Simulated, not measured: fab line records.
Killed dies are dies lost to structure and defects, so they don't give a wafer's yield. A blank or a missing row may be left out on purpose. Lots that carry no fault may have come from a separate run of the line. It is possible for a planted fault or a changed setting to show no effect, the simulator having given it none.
Struck lot and sound lot, side by side | flow n5-finfet | 37 steps out of a route of 1938
Sound: wafers L361.3, L361.4, L361.5. Struck: wafers L372.1, L372.2, L372.5. Last of all comes the cause.
Per side, at each step with rows, come the tool, then ch with its chambers, and then its first start. Under that, the readings that differ: sound wafers | struck wafers | difference of the means | sigmas: that difference in standard deviations of wafers without a fault.
alike: readings with means less than 2 such deviations apart, plus words and numbers identical on both sides. not compared: withheld readings, readings lacking a value on some wafer, bounds such as >300 that could conceal the same value, and numbers that have no deviation in the record and whose values overlap.
A row with sigmas, a row that says differs or no value, or rows on one side alone: a step with any of these is where the two part. Numbers that don't overlap but have no deviation are shown without sigmas and don't part them. Lack of a reading on every wafer of one side parts them only where that side has two or more wafers.

first, 10 steps without rows for these wafers: N5_BEOL_M5_ILD_DEP_00 (deposits SiCOH lowk from DEMS/porogen, target thk 140.64 nm, time 25.9 s); N5_BEOL_M5_CURE_79 (cures SiCOH lowk, time 240 s); N5_BEOL_M5_PECVD_70 (deposits SiO2 from TEOS/O2, target thk 16 nm, time 18 s); N5_BEOL_M5_HM_DEP_02 (deposits TiN, target thk 20 nm); N5_BEOL_M5_COAT_59 (time 60 s, resist thk 60 nm); N5_BEOL_M5_COAT_60 (time 60 s, resist thk 12 nm); N5_BEOL_M5_COAT_71 (time 60 s, resist thk 5 nm); N5_BEOL_M5_COAT_05 (resist thk 30 nm); N5_BEOL_M5_EBR_07; N5_BEOL_M5_SOFTBAKE_06 (time 60 s).
N5_BEOL_M5_EXPOSE_08: exposes mask M5, target cd 28 nm.
  sound on euv-scanner-01 ch 0, day 11 04:53; struck on euv-scanner-01 ch 0, day 13 01:08
  reading              | sound             | struck            | difference | sigmas
  exposure-dose-mJ-cm2 | 35.70 35.72 35.71 | 33.66 33.68 33.65 | -2.05      | -42
  alike: mask, focus-offset-nm
then, 2 steps without rows for these wafers: N5_BEOL_M5_PEB_09 (peb time 60 s); N5_BEOL_M5_DEVELOP_10 (develop time 30 s).
N5_BEOL_M5_CD_MEAS_11: target cd 27.74 nm.
  sound on cd-sem-03 ch 0, day 11 05:01; struck on cd-sem-01 ch 0, day 13 01:16
  reading    | sound             | struck            | difference | sigmas
  cd-nm (nm) | 28.19 28.59 28.45 | 26.72 26.66 26.80 | -1.68      | -6
N5_BEOL_M5_DESCUM_16: chemistry O2, time 7 s.
  sound on rie-diel-01 ch 1,2, day 11 06:47; struck on rie-diel-03 ch 0,2,3, day 13 01:24
  reading                  | sound          | struck         | difference | sigmas
  model.BEOL_M5.cd-nm (nm) | 28.2 28.2 28.2 | 26.6 26.6 26.8 | -1.5       |
  alike: drypump-motor-current-A, oes-product-au, rf-vpp-V, showerhead-plenum-p-Torr, throttle-valve-pct
  not compared: rf-hours-counter-h
then, 8 steps without rows for these wafers: N5_BEOL_M5_ETCH_72 (etches underlayer in N2/H2, target depth 6.5 nm, time 5.2 s); N5_BEOL_M5_ETCH_61 (etches SiARC in CF4, target depth 15.6 nm, time 26 s); N5_BEOL_M5_ETCH_62 (etches SOC in N2/H2, target depth 75 nm, overetch 15 nm, time 112.5 s); N5_BEOL_M5_STRIP_63 (strips in N2/H2); N5_BEOL_M5_STRIP_73 (strips in N2/H2); N5_BEOL_M5_STRIP_64 (strips in CF4); N5_BEOL_M5_HM_OPEN_17 (chemistry Cl2/BCl3, target TiN, target depth 20 nm, overetch 6 nm); N5_BEOL_M5_STRIP_19 (strips in O2).
N5_BEOL_M5_CD_MEAS_18: pitch 56 nm, target cd 28 nm.
  sound: cd-sem-02 at day 11 07:51; struck: cd-sem-02 at day 13 01:50
  reading    | sound          | struck         | difference | sigmas
  cd-nm (nm) | 28.5 28.2 28.8 | 26.5 26.7 27.3 | -1.7       | -5
then, 11 steps without rows for these wafers: N5_BEOL_M5_COAT_65 (time 60 s, resist thk 60 nm); N5_BEOL_M5_COAT_66 (time 60 s, resist thk 12 nm); N5_BEOL_M5_COAT_74 (time 60 s, resist thk 5 nm); N5_BEOL_M5_COAT_22 (resist thk 30 nm); N5_BEOL_M5_EBR_24; N5_BEOL_M5_SOFTBAKE_23 (time 60 s); N5_BEOL_M5_EXPOSE_25 (exposes mask V4, defocus 10 nm); N5_BEOL_M5_PEB_26 (peb time 60 s); N5_BEOL_M5_DEVELOP_27 (develop time 30 s); N5_BEOL_M5_DESCUM_33 (chemistry O2, time 7 s); N5_BEOL_M5_ETCH_75 (etches underlayer in N2/H2, target depth 6.5 nm, time 5.2 s).
N5_BEOL_M5_ETCH_41: etches SiCN in CH3F/O2, target depth 31.5 nm, time 56.7 s.
  sound: rie-diel-02 ch 1,2,3; struck: rie-diel-02 ch 2,3
  reading                  | sound          | struck     | difference | sigmas
  model.BEOL_M5.cd-nm (nm) | 28.6 28.2 28.6 | 26.2 27 27 | -1.7       |
  alike: drypump-motor-current-A, oes-product-au, rf-vpp-V, showerhead-plenum-p-Torr, throttle-valve-pct
  not compared: rf-hours-counter-h
-- record jumps: 4 days separate the struck wafers' starts on either side; left off in module BEOL_M5, taken up again in module PASSIVATION, whose first shown step is the route's number 1936 --
N5_PASSIVATION_PROBE_49:
  sound: prober-02 at day 15 16:49; struck: prober-01 at day 17 03:40
  reading       | sound  | struck   | difference | sigmas
  killed-on-rim | 8 5 14 | 14 19 24 | +10        | +2
  alike: defect-limited-yield, killed_at_M0_to_M3, killed_at_M4_up, killed-at-contacts, killed-at-front-end, killed-at-other, killed-dies, killed-open, killed-short, sort_bin_5_function, sort_bin_6_memory, sort-n-pass, sort-yield-pct

WHERE THEY PART
Earliest at N5_BEOL_M5_EXPOSE_08; latest, in this record, at N5_PASSIVATION_PROBE_49.

WHY: what had been put in by the simulator
Drift in process parameters on euv-scanner-01 at N5_BEOL_M5_EXPOSE_08, starting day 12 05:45. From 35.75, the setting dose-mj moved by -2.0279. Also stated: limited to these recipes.
